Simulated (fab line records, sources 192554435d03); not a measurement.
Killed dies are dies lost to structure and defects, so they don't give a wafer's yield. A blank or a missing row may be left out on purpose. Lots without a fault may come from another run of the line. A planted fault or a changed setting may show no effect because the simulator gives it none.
Chamber matching | flow n5_finfet | N5_BEOL_M0_PRE_CLEAN_131 on cvd_co-02: 3 sister chambers
The step time 15 s. 3 wafers are shown with their chamber, then 11 later ones without.

WAFERS WITH THEIR CHAMBER
wafer  | chamber | heater_power_w (W)
L082.2 | 2       | 81
L085.4 | 1       | 56
L086.1 | 0       | 96

WAFERS WITHOUT THEIR CHAMBER
wafer  | heater_power_w (W)
L086.2 | 57
L086.6 | 97
L088.2 | 56
L088.5 | 100
L088.6 | 84
L093.2 | 84
L093.3 | 96
L093.5 | 85
L096.2 | 95
L096.4 | 82
L096.6 | 57

WHICH CHAMBER EACH WENT THROUGH
wafer  | from the rows above | in truth
L086.2 | 1                   | 1
L086.6 | 0                   | 0
L088.2 | 1                   | 1
L088.5 | 0                   | 0
L088.6 | 2                   | 2
L093.2 | 2                   | 2
L093.3 | 0                   | 0
L093.5 | 2                   | 2
L096.2 | 0                   | 0
L096.4 | 2                   | 2
L096.6 | 1                   | 1
Placed correctly: 11 of 11. Can't be placed from these rows: 0. Placed wrongly: 0.
How it was worked out, from the rows above alone: a wafer's distance from a chamber is the root of the sum, over the readings, of the square of ((its reading less the chamber's mean) divided by the reading's scatter). The wafer belongs to the nearest chamber; if the next one is less than 2 further off, it can't be placed. A chamber's mean is the mean of its shown wafers. The scatter: with one shown wafer a chamber, the root of the mean of the squares of how far each hidden wafer lies from its nearest shown one.
